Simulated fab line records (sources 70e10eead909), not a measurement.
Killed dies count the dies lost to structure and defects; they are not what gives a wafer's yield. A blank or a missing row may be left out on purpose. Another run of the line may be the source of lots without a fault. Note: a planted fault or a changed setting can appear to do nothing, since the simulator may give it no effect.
Struck lot and sound lot, side by side | flow nand harc | 15 out of 1302 route steps
Sound: wafers L784.2, L784.3, L784.4. Struck: wafer L795.2 (left out: L795.1, a lot-mate that was not struck); the cause follows at the end.
Per side, at each step with rows, come the tool, then ch with its chambers, and then its first start. Under that, the readings that differ: sound wafers | struck wafers | difference of the means | sigmas: that difference in standard deviations of wafers without a fault.
alike: readings with means less than 2 such deviations apart, plus words and numbers identical on both sides. not compared: withheld readings, readings lacking a value on some wafer, bounds such as >300 that could conceal the same value, and numbers that have no deviation in the record and whose values overlap.
Wherever a step has rows on one side only, a row that says differs or no value, or a row with sigmas, the two part there. Numbers that have no deviation but don't overlap get no sigmas and don't part them. Lack of a reading on every wafer of one side parts them only where that side has two or more wafers.

NHARC_P_M1_INSPECT_11:
  sound on defect inspect-02, day 7 01:29; struck on defect inspect-02, day 11 17:44
  alike: raw defect count
NHARC_P_M1_DESCUM_14: chemistry O2, time 3 s.
  sound on rie diel-10 ch 0,1,2, day 7 01:33; struck on rie diel-12 ch 3, day 11 17:49
  reading                | sound | struck | difference | sigmas
  rf hours counter h (h) | 6 6 6 | 52     | +46        |
  alike: drypump motor current A, oes product au, rf vpp V, showerhead plenum p Torr, throttle valve pct
then, 1 step without rows for these wafers: NHARC_P_M1_ETCH_35 (etches the open film in N2/H2, target depth 40 nm, overetch 12 nm, time 43.94 s).
NHARC_P_M1_ETCH_15: etches the open film in C4F8/Ar, target depth 182.5 nm, time 91.2 s.
  sound: rie diel-10 ch 0,1,3; struck: rie diel-12 ch 0
  reading                | sound             | struck | difference | sigmas
  oes product au (a.u.)  | 0.984 0.940 0.951 | 0.912  | -0.046     | -2
  rf hours counter h (h) | 6 6 6             | 43     | +37        |
  rf vpp V (V)           | 445.5 441.5 442.7 | 437.2  | -6.0       | -2
NHARC_P_M1_CD_MEAS_16:
  sound on cd sem-01, day 7 01:51; struck on cd sem-02, day 11 18:07
  reading    | sound             | struck | difference | sigmas
  cd nm (nm) | 128.9 131.0 129.3 | 132.2  | +2.5       | +3
then, 1 step without rows for these wafers: NHARC_P_M1_STRIP_18 (strips in N2/H2).
NHARC_P_M1_ETCH_28: etches the open film in CF4/N2, target depth 30 nm, time 72.99 s.
  sound: rie diel-12 ch 0,2,3; struck: rie diel-10 ch 0
  reading                | sound    | struck | difference | sigmas
  rf hours counter h (h) | 14 16 19 | 1      | -15        |
  alike: cf4 flow sccm, drypump motor current A, oes product au, rf vpp V, showerhead plenum p Torr, throttle valve pct
then, 2 steps without rows for these wafers: NHARC_P_M1_STRIP_19 (strips in post etch residue remover, time 600 s); NHARC_P_M1_DEGAS_29 (time 60 s).
NHARC_P_M1_PRE_CLEAN_30: time 30 s.
  sound on pvd sputter-03; struck on pvd sputter-02
  alike: heater power w
then, 2 steps without rows for these wafers: NHARC_P_M1_PVD_20 (deposits TaN, target thk 5 nm, time 8.06 s); NHARC_P_M1_PVD_21 (deposits Cu, target thk 30 nm, time 20.49 s).
NHARC_P_M1_ECD_22: material Cu, target thk 400 nm.
  sound on ecd cu-02 ch 0,1, day 7 03:02; struck on ecd cu-01 ch 0, day 11 19:11
  alike: bath heat duty pct
NHARC_P_M1_ANNEAL_31: time 90 s.
  sound on rtp anneal-02 ch 0, day 7 03:29; struck on rtp anneal-02 ch 0, day 11 19:34
  alike: wafer_temp_C_max
NHARC_P_M1_CMP_23: polishes, t overpolish 20 s, target thk 157.82 nm.
  sound on cmp-03 ch 0,1,2, day 7 03:46; struck on cmp-04 ch 3, day 11 19:55
  reading                | sound          | struck | difference | sigmas
  time to endpoint s (s) | 24.3 32.2 28.1 | 14.8   | -13.4      | -5
  alike: motor current A

## WHERE THEY PART
At NHARC_P_M1_ETCH_15 first; at NHARC_P_M1_CMP_23 last (within this record only).

WHY: what the simulator had put in
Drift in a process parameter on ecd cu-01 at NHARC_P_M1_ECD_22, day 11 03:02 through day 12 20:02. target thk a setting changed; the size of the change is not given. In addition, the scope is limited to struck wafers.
